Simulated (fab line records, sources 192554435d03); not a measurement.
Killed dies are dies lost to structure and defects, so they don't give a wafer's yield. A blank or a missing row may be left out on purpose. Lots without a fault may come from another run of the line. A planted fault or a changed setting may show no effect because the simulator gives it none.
Which tool did it? | flow n5_finfet | 10 lots, 30 wafers sampled, at 4 steps of a route of 1938

WHAT THE GAUGES READ, wafer by wafer
N5_BEOL_M4_INSPECT_59: inspects for defects (darkfield).
lot  | measured     | on                | raw_defect_count
L714 | day 8 01:23  | defect_inspect-01 | 36 26 61
L715 | day 8 09:23  | defect_inspect-02 | 83 52 80
L716 | day 8 23:56  | defect_inspect-02 | 81 65 61
L717 | day 9 00:12  | defect_inspect-01 | 47 62 50
L719 | day 9 06:31  | defect_inspect-02 | 46 65 56
L728 | day 11 09:29 | defect_inspect-02 | 70 100 97
L730 | day 12 05:16 | defect_inspect-01 | 111 61 76
L731 | day 12 11:52 | defect_inspect-02 | 97 49 83
L733 | day 13 01:17 | defect_inspect-02 | 85 43 58
L734 | day 12 21:14 | defect_inspect-02 | 72 82 77

N5_BEOL_M4_RC_MEAS_101.
lot  | measured     | on        | CJ_N           | DIBL_N (mV/V)  | DIBL_P (mV/V)  | IOFF_N (nA/um)    | IOFF_P (nA/um) | ION_N (uA/um) | ION_P (uA/um) | RS_PWELL (ohm/sq) | SS_N (mV/dec)  | SS_P (mV/dec)  | VT_N (mV)   | VT_P (mV)
L714 | day 8 01:25  | prober-02 | 4.33 4.31 4.36 | 37.3 33.5 37.9 | 39.2 33.7 38.8 | 0.188 0.117 0.207 | 0.26 0.17 0.27 | 684 662 700   | 476 463 476   | 3041 3039 3020    | 70.9 71.1 71.1 | 74.0 72.5 74.2 | 245 256 243 | -248 -251 -245
L715 | day 8 09:25  | prober-02 | 4.28 4.44 4.32 | 35.3 37.4 35.5 | 36.1 37.9 35.7 | 0.139 0.165 0.137 | 0.18 0.20 0.18 | 670 675 673   | 453 460 456   | 3002 3040 3016    | 71.1 71.7 71.6 | 73.2 73.4 72.4 | 252 250 253 | -255 -250 -252
L716 | day 8 23:57  | prober-01 | 3.46 3.49 3.47 | 37.2 38.5 36.4 | 39.0 40.6 37.8 | 0.189 0.225 0.162 | 0.28 0.34 0.26 | 697 685 676   | 473 479 470   | 2899 2895 2903    | 71.7 72.6 71.5 | 74.1 74.2 73.3 | 249 246 251 | -242 -239 -243
L717 | day 9 00:14  | prober-02 | 3.55 3.47 3.48 | 40.1 40.2 37.1 | 37.8 39.8 35.9 | 0.229 0.213 0.158 | 0.23 0.28 0.20 | 684 688 681   | 463 475 465   | 2879 2863 2883    | 74.3 72.6 71.2 | 73.8 74.5 73.1 | 250 249 250 | -250 -248 -253
L719 | day 9 06:33  | prober-02 | 3.62 3.40 3.53 | 35.1 34.2 34.5 | 35.6 34.6 34.2 | 0.154 0.138 0.139 | 0.20 0.18 0.17 | 679 668 674   | 469 453 447   | 2949 2900 2908    | 71.6 71.4 71.7 | 72.9 73.0 72.5 | 251 249 251 | -250 -253 -252
L728 | day 11 09:40 | prober-02 | 4.40 4.45 4.25 | 38.2 36.9 35.5 | 38.4 36.4 36.7 | 0.195 0.161 0.151 | 0.25 0.22 0.23 | 687 676 679   | 470 463 468   | 2950 2959 2970    | 71.4 71.7 71.4 | 74.1 73.1 73.3 | 247 248 249 | -247 -247 -247
L730 | day 12 05:17 | prober-02 | 4.36 4.34 4.43 | 35.6 37.7 36.3 | 34.1 36.3 34.5 | 0.139 0.164 0.134 | 0.19 0.22 0.19 | 669 667 669   | 461 461 459   | 3033 2975 3008    | 71.6 71.1 71.4 | 73.0 73.8 73.2 | 252 252 251 | -252 -251 -249
L731 | day 12 11:53 | prober-01 | 4.34 4.35 4.33 | 35.1 35.1 37.1 | 36.0 35.8 38.2 | 0.145 0.148 0.178 | 0.19 0.19 0.22 | 665 671 678   | 459 458 460   | 3030 3039 3043    | 70.7 71.4 72.4 | 73.7 72.8 74.1 | 251 249 249 | -252 -250 -252
L733 | day 13 01:37 | prober-01 | 4.39 4.37 4.28 | 36.5 37.5 34.7 | 36.6 37.0 35.0 | 0.159 0.174 0.136 | 0.20 0.21 0.18 | 669 680 661   | 459 464 460   | 3045 3024 3028    | 71.4 72.2 70.6 | 73.7 73.4 72.9 | 253 250 253 | -251 -249 -254
L734 | day 12 21:25 | prober-02 | 4.35 4.51 4.37 | 33.9 35.2 35.8 | 35.1 36.3 37.1 | 0.134 0.168 0.181 | 0.19 0.23 0.23 | 659 673 680   | 463 466 460   | 3024 3020 3012    | 70.9 71.8 72.2 | 73.0 73.2 73.5 | 254 248 249 | -250 -246 -246

WHICH TOOL RAN EACH LOT (tool, then ch and the chambers of the sampled wafers, then the start)
lot  | N5_WELL_APT_EPI_41             | N5_BEOL_M4_ANNEAL_51
L714 | epi_rpcvd-01 ch 0, day 1 16:16 | rtp_anneal-02 ch 0, day 8 00:29
L715 | epi_rpcvd-01 ch 0, day 1 22:23 | rtp_anneal-02 ch 0, day 8 08:30
L716 | epi_rpcvd-01 ch 0, day 2 04:39 | rtp_anneal-01 ch 0, day 8 23:02
L717 | epi_rpcvd-01 ch 0, day 2 10:32 | rtp_anneal-02 ch 0, day 8 23:11
L719 | epi_rpcvd-01 ch 0, day 2 22:20 | rtp_anneal-02 ch 0, day 9 05:37
L728 | epi_rpcvd-04 ch 0, day 5 04:03 | rtp_anneal-02 ch 0, day 11 08:39
L730 | epi_rpcvd-01 ch 0, day 5 16:38 | rtp_anneal-01 ch 0, day 12 04:23
L731 | epi_rpcvd-01 ch 0, day 5 22:26 | rtp_anneal-01 ch 0, day 12 10:55
L733 | epi_rpcvd-01 ch 0, day 6 10:19 | rtp_anneal-02 ch 0, day 13 00:29
L734 | epi_rpcvd-04 ch 0, day 6 16:26 | rtp_anneal-02 ch 0, day 12 20:24
- N5_WELL_APT_EPI_41: deposits Si from SiH4/H2, target thk 50 nm, time 297.7 s.
- N5_BEOL_M4_ANNEAL_51: time 90 s.

WHAT THE TOOLS THEMSELVES READ (means of the sampled wafers that have a number; where no wafer has one, the mark that the record gives instead)
N5_WELL_APT_EPI_41.
lot  | tool         | lamp_inner_pct (%) | throttle_valve_pct (%)
L714 | epi_rpcvd-01 | 13.9               | 11.48
L715 | epi_rpcvd-01 | 13.9               | 11.67
L716 | epi_rpcvd-01 | 13.9               | 11.49
L717 | epi_rpcvd-01 | 14.1               | 11.71
L719 | epi_rpcvd-01 | 13.9               | 11.59
L728 | epi_rpcvd-04 | 15.1               | 11.52
L730 | epi_rpcvd-01 | 14.0               | 11.60
L731 | epi_rpcvd-01 | 13.9               | 11.66
L733 | epi_rpcvd-01 | 13.9               | 11.62
L734 | epi_rpcvd-04 | 15.1               | 11.57

N5_BEOL_M4_ANNEAL_51.
lot  | tool          | anneal_temp_c_max | wafer_temp_C_max
L714 | rtp_anneal-02 | 225.8             | 225.91
L715 | rtp_anneal-02 | 225.7             | 226.27
L716 | rtp_anneal-01 | 225.9             | 226.05
L717 | rtp_anneal-02 | 225.9             | 226.14
L719 | rtp_anneal-02 | 225.7             | 226.17
L728 | rtp_anneal-02 | 225.9             | 226.32
L730 | rtp_anneal-01 | 226.5             | 225.93
L731 | rtp_anneal-01 | 226.0             | 225.95
L733 | rtp_anneal-02 | 225.5             | 226.24
L734 | rtp_anneal-02 | 226.0             | 225.98

THE ANSWER, worked out from the rows above alone
Rule: what is usual is taken from the lots themselves. Put in order of their means at a reading, lots are off if they are a third of the lots or fewer, leave a main group of 4 or more, and stand apart from it by a gap of 3 or more times the standard deviation of the main group's means; of several such gaps the widest counts. A main group whose means are all the same, to the digits that the tables above print for the reading, isn't used. A lot without any number at a reading at which 4 lots or more have one is off too. The other lots that the step has rows for count as sound. The gauges are gone through in route order, then the tools' own readings, and for those a lot's mean is taken as printed above. The first step at which some lot is off is used, and at that step the reading that is off furthest; a lot without a number counts as furthest.
Off: L716, L717, L719, at N5_BEOL_M4_RC_MEAS_101 (CJ_N). The main group: mean 4.36, standard deviation 0.025.
A tool fits if, at a process step before that reading, it ran every lot that is off, and no sound lot after the first of them. The gauges at N5_BEOL_M4_RC_MEAS_101 are tried like those tools. None of those tried fits.

WHAT THE SIMULATOR HAD PUT IN
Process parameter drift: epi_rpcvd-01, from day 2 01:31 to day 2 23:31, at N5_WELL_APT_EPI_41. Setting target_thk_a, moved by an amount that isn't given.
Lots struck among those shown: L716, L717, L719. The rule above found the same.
